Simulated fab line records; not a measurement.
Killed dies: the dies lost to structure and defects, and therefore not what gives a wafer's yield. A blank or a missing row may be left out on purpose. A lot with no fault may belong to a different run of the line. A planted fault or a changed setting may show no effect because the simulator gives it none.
The tool behind it: which one?	flow nand harc	12 lots, 34 wafers sampled, at 5 steps of a route of 1159

== WHAT EACH GAUGE READ, for each wafer ==
NHARC_A_CONTACT_INSPECT_10. Usual: raw defect count at 30, with a standard deviation of 11.
lot	measured	on	raw defect count	flag
L169	day 16 20:05	defect inspect-02	23 21 27	
L170	day 17 01:05	defect inspect-01	35 39 35	
L172	day 17 18:37	defect inspect-01	26 21	
L173	day 18 05:43	defect inspect-02	39 41 45	
L175	day 18 16:55	defect inspect-01	36 40	
L183	day 20 10:59	defect inspect-01	14 20 14	
L187	day 20 22:21	defect inspect-01	38 33 44	
L185	day 20 22:30	defect inspect-02	34 25 41	
L189	day 22 04:00	defect inspect-01	38 41 29	
L188	day 22 09:31	defect inspect-02	35 35 37	
L191	day 22 12:41	defect inspect-01	30 33 39	
L192	day 22 13:56	defect inspect-02	22 24 17	

NHARC_END_SORT_01. Usual: killed at array 25, standard deviation 7.8; killed at other 0.6, standard deviation 0.81; killed at periphery 3.3, standard deviation 2.2; killed dies 29, standard deviation 8.2; killed open 3.5, standard deviation 1.9; killed short 1.8, standard deviation 1.3.
lot	measured	on	killed at array	killed at other	killed at periphery	killed dies	killed open	killed short	flag
L172	day 20 01:19	prober-01	27 620	0 0	3 1	30 621	5 4	1 2	OFF
L173	day 20 15:15	prober-02	35 589 38	0 1 3	3 0 1	38 590 42	6 4 2	1 1 2	OFF
L175	day 21 00:32	prober-01	621 36	0 0	1 6	622 42	5 8	0 4	OFF

== TOOL THAT RAN EACH LOT (tool first, then ch and the chambers of the sampled wafers, then the start) ==
lot	NHARC_A_CONTACT_ETCH_88	NHARC_A_CONTACT_ETCH_136	NHARC_A_CONTACT_ETCH_98
L169	rie diel-13 ch 0,1,2, day 16 20:17	har cap etch-02 ch 0,1, day 16 21:34	rie diel-07 ch 0,2, day 16 22:28
L170	rie diel-08 ch 2,3, day 17 01:15	har cap etch-03 ch 0,1, day 17 02:29	rie diel-08 ch 1,3, day 17 03:23
L172	rie diel-08 ch 1,3, day 17 18:49	har cap etch-01 ch 1, day 17 20:15	rie diel-08 ch 0,2, day 17 21:06
L173	rie diel-13 ch 2,3, day 18 05:52	har cap etch-03 ch 0,1, day 18 07:06	rie diel-08 ch 1,2, day 18 07:59
L175	rie diel-08 ch 1,3, day 18 17:04	har cap etch-03 ch 0,1, day 18 18:29	rie diel-08 ch 0,1, day 18 19:22
L183	rie diel-13 ch 0,1,2, day 20 11:14	har cap etch-02 ch 1, day 20 12:33	rie diel-13 ch 0,1, day 20 14:53
L187	rie diel-07 ch 0,2,3, day 20 22:43	har cap etch-02 ch 0,1, day 21 00:00	rie diel-13 ch 1,3, day 21 00:53
L185	rie diel-13 ch 1,2,3, day 20 22:49	har cap etch-01 ch 0,1, day 21 00:27	rie diel-07 ch 0,1,3, day 21 01:22
L189	rie diel-13 ch 2,3, day 22 04:11	har cap etch-01 ch 0,1, day 22 07:22	rie diel-08 ch 0,3, day 22 08:15
L188	rie diel-08 ch 0,1, day 22 09:40	har cap etch-02 ch 0,1, day 22 11:20	rie diel-08 ch 1,3, day 22 12:14
L191	rie diel-13 ch 0,2,3, day 22 12:50	har cap etch-03 ch 0,1, day 22 14:07	rie diel-08 ch 1,3, day 22 15:01
L192	rie diel-07 ch 0,1,3, day 22 14:05	har cap etch-01 ch 0,1, day 22 15:20	rie diel-08 ch 0,1, day 22 16:13
- NHARC_A_CONTACT_ETCH_88: etches the open film in CF4, target depth 39 nm, time 65 s.
- NHARC_A_CONTACT_ETCH_136: etches the open film in C4F8/O2/Ar, time 132 s, target depth 1287 nm.
- NHARC_A_CONTACT_ETCH_98: etches the open film in C4F6/O2, target depth 20 nm, time 10 s.

== WHAT THE TOOLS THEMSELVES READ (means of the sampled wafers that have a number; where no wafer has one, the mark that the record gives instead) ==
NHARC_A_CONTACT_ETCH_88. Usual: drypump motor current A 5.7 A, standard deviation 0.33; oes product au 0.996 a.u., standard deviation 0.013; rf vpp V 151.8 V, standard deviation 1.1; run length s 86.3 s, standard deviation 0.37; showerhead plenum p Torr 1.80 Torr, standard deviation 0.063; throttle valve pct 13.284 %, standard deviation 0.0082.
lot	tool	drypump motor current A (A)	oes product au (a.u.)	rf vpp V (V)	run length s (s)	showerhead plenum p Torr (Torr)	throttle valve pct (%)	flag
L169	rie diel-13	5.8	0.987	152.2	86.3	1.80	13.286	
L170	rie diel-08	5.3	1.003	153.2	85.9	1.85	13.281	
L172	rie diel-08	5.7	1.012	151.6	86.5	1.82	13.282	
L173	rie diel-13	5.4	0.993	150.3	85.8	1.70	13.287	
L175	rie diel-08	5.7	1.008	151.9	86.2	1.82	13.290	
L183	rie diel-13	5.8	0.990	150.9	86.1	1.79	13.275	
L187	rie diel-07	5.8	1.002	152.4	86.6	1.83	13.285	
L185	rie diel-13	5.6	0.996	151.8	86.3	1.80	13.277	
L189	rie diel-13	5.4	0.985	151.2	86.1	1.78	13.285	
L188	rie diel-08	5.7	0.997	151.4	86.2	1.78	13.280	
L191	rie diel-13	5.6	0.999	152.5	86.1	1.83	13.285	
L192	rie diel-07	5.7	1.008	151.0	86.8	1.79	13.280	

NHARC_A_CONTACT_ETCH_98. Usual: c4f6 flow sccm is 25.01 sccm with standard deviation 0.074, drypump motor current A is 5.6 A with standard deviation 0.32, oes product au is 0.960 a.u. with standard deviation 0.026, rf vpp V is 548.6 V with standard deviation 2.6, run length s is 31.0 s with standard deviation 0.32, showerhead plenum p Torr is 4.00 Torr with standard deviation 0.13, and throttle valve pct is 26.903 % with standard deviation 0.0083.
lot	tool	c4f6 flow sccm (sccm)	drypump motor current A (A)	oes product au (a.u.)	rf vpp V (V)	run length s (s)	showerhead plenum p Torr (Torr)	throttle valve pct (%)	flag
L169	rie diel-07	25.02	6.0	0.937	552.0	31.2	4.16	26.901	
L170	rie diel-08	25.08	5.6	0.953	550.0	31.0	4.09	26.909	
L172	rie diel-08	25.02	5.4	0.938	546.8	29.0	3.96	26.898	OFF
L173	rie diel-08	24.99	5.6	0.944	546.9	30.1	3.93	26.910	
L175	rie diel-08	24.99	5.8	0.937	547.2	29.2	3.95	26.896	OFF
L183	rie diel-13	25.10	6.0	0.961	548.7	31.0	3.99	26.908	
L187	rie diel-13	24.94	5.9	0.998	549.1	31.1	3.99	26.899	
L185	rie diel-07	25.00	5.7	0.996	548.8	31.4	3.98	26.907	
L189	rie diel-08	25.07	5.6	0.950	549.0	31.0	4.03	26.900	
L188	rie diel-08	25.00	5.8	0.932	548.5	31.0	3.99	26.902	
L191	rie diel-08	25.13	5.5	0.998	549.9	31.1	4.08	26.906	
L192	rie diel-08	25.00	5.8	0.943	545.9	31.1	3.93	26.896	

== THE ANSWER, worked out from the rows above alone ==
Rule: a lot counts as off when the mean over its wafers that have a number is more than 3 standard deviations away from the usual mean. Also off: a lot with no number at a reading for which 4 or more lots have one. The other lots that the step has rows for count as sound. Order of review: gauges by route order, followed by the tools' own readings, for which a lot's mean as printed above is used. At the first step where some lot is off, the reading lying furthest off is the one used; lots without a number count as furthest.
Off at NHARC_END_SORT_01 (killed at array): L172, L173, L175. Neither off nor sound, because the step has no rows for them: L169, L170, L183, L187, L185, L189, L188, L191, L192.
If a tool, at a process step before that reading, ran all the lots that are off and no sound lot after the first of them, it fits. Gauges at NHARC_END_SORT_01: tried the same way as those tools. One fits: rie diel-08 at NHARC_A_CONTACT_ETCH_98. It ran no sound lot before its first lot that is off in this sample, so the start can't be narrowed down.

== WHAT THE SIMULATOR HAD INSERTED ==
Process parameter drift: rie diel-08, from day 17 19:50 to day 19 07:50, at NHARC_A_CONTACT_ETCH_98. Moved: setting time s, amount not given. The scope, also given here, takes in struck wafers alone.
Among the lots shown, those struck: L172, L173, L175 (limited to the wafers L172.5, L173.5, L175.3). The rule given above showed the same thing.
